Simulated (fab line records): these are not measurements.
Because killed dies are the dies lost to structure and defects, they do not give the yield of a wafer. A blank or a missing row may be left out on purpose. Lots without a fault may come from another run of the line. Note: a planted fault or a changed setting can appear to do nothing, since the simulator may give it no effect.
A lot that was struck, set against a sound lot / flow n5-finfet / 16 steps out of a route of 1938
Sound: these wafers, L151.3, L151.4, L151.6. Wafers struck: L156.3, L156.4, L156.5. The cause is given at the end.
Each step with rows lists, per side, the tool, then ch with its chambers, then its first start. Under that, the readings that differ: sound wafers / struck wafers / difference of the means / sigmas: that difference in standard deviations of wafers without a fault.
alike: readings with means less than 2 such deviations apart, plus words and numbers identical on both sides. not compared: withheld readings, readings lacking a value on some wafer, bounds such as >300 that could conceal the same value, and numbers that have no deviation in the record and whose values overlap.
The two part at a step that has a row with sigmas, a row that says differs or no value, or rows on one side only. Non-overlapping numbers with no deviation appear without sigmas and do not part them. A reading that every wafer of one side lacks parts them only if that side has two wafers or more.

N5_BEOL_M4_SPUTTER_90: material Cu, target thk 4.5 nm, time 8.29 s.
  sound: pvd-sputter-01 at day 9 20:12; struck: pvd-sputter-02 at day 10 00:21
  alike: susceptor-temp-C, throttle-valve-pct
N5_BEOL_M4_ANNEAL_91: time 240 s.
  sound: pvd-sputter-01 at day 9 20:17; struck: pvd-sputter-02 at day 10 00:26
  alike: heater-power-w, susceptor-temp-C, susceptor_temp_C_max
then, 4 steps without rows for these wafers: N5_BEOL_M4_SPUTTER_92 (material Cu, target thk 4.5 nm, time 8.29 s); N5_BEOL_M4_ANNEAL_93 (time 240 s); N5_BEOL_M4_SPUTTER_94 (material Cu, target thk 4.5 nm, time 8.29 s); N5_BEOL_M4_ANNEAL_95 (time 240 s).
N5_BEOL_M4_SPUTTER_96: material Cu, target thk 4.5 nm, time 8.29 s.
  sound: pvd-sputter-01 at day 9 20:52; struck: pvd-sputter-02 at day 10 01:01
  alike: susceptor-temp-C, throttle-valve-pct
then, 2 steps without rows for these wafers: N5_BEOL_M4_ECD_50 (material Cu, target thk 300 nm); N5_BEOL_M4_ANNEAL_51 (time 90 s).
N5_BEOL_M4_CMP_52: polishes, stops on SiOC, t overpolish 6.8 s, target thk 40 nm.
  sound on cmp-01 ch 2,3, day 9 21:21; struck on cmp-01 ch 0,2, day 10 01:40
  alike: barrier-field-endpoint-s, head-pressure-psi, motor-current-A, overpolish-run-s, platen-rpm, time-to-endpoint-s
  not compared: pad-life-wafers
N5_BEOL_M4_THK_MEAS_53: measures by xrf.
  sound: film-metro-02 at day 9 21:39; struck: film-metro-02 at day 10 01:55
  alike: M4_THK
N5_BEOL_M4_PRE_CLEAN_60: time 15 s.
  sound on cvd-co-02 ch 0,1,2, day 9 21:41; struck on cvd-co-02 ch 1,2, day 10 01:58
  alike: heater-power-w
  not compared: susceptor-temp-C
N5_BEOL_M4_CO_CAP_55: material Co, precursor CCTBA/H2, target thk 2 nm, time 102.1 s.
  sound on cvd-co-02 ch 0,1,2, day 9 21:43; struck on cvd-co-02 ch 1,2, day 10 02:00
reading=run-length-s (s); sound=125.1 124.8 124.5; struck=96.9 95.9 97.1; difference=-28.2; sigmas=-57
reading=susceptor-temp-C (C); sound=199.91 200.26 199.94; struck=- - -; difference=no value on the struck wafers; sigmas=
reading=model.Co_of_BEOL_M4_CO_CAP_55.thk-nm (nm); sound=2.2 2.2 2; struck=1.4 1.6 1.4; difference=-0.7; sigmas=
  alike: heater-power-w
then, 1 step without rows for these wafers: N5_BEOL_M4_PRE_CLEAN_56 (time 15 s).
N5_BEOL_M4_RC_MEAS_101:
  sound on prober-02 ch 0, day 9 22:16; struck on prober-02 ch 0, day 10 02:32
  alike: DIBL_N, DIBL_P, IOFF_N, IOFF_P, ION_N, ION_P, SS_N, SS_P, VT_N, VT_P
N5_PASSIVATION_PROBE_49:
  the record has rows for the sound wafers here (prober-01, day 14 07:54) and none for the struck ones

== WHERE THEY PART ==
Earliest at N5_BEOL_M4_CO_CAP_55; latest, in this record, at N5_PASSIVATION_PROBE_49.

WHY: the cause the simulator had injected
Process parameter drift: cvd-co-02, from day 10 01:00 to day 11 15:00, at N5_BEOL_M4_CO_CAP_55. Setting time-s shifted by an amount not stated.
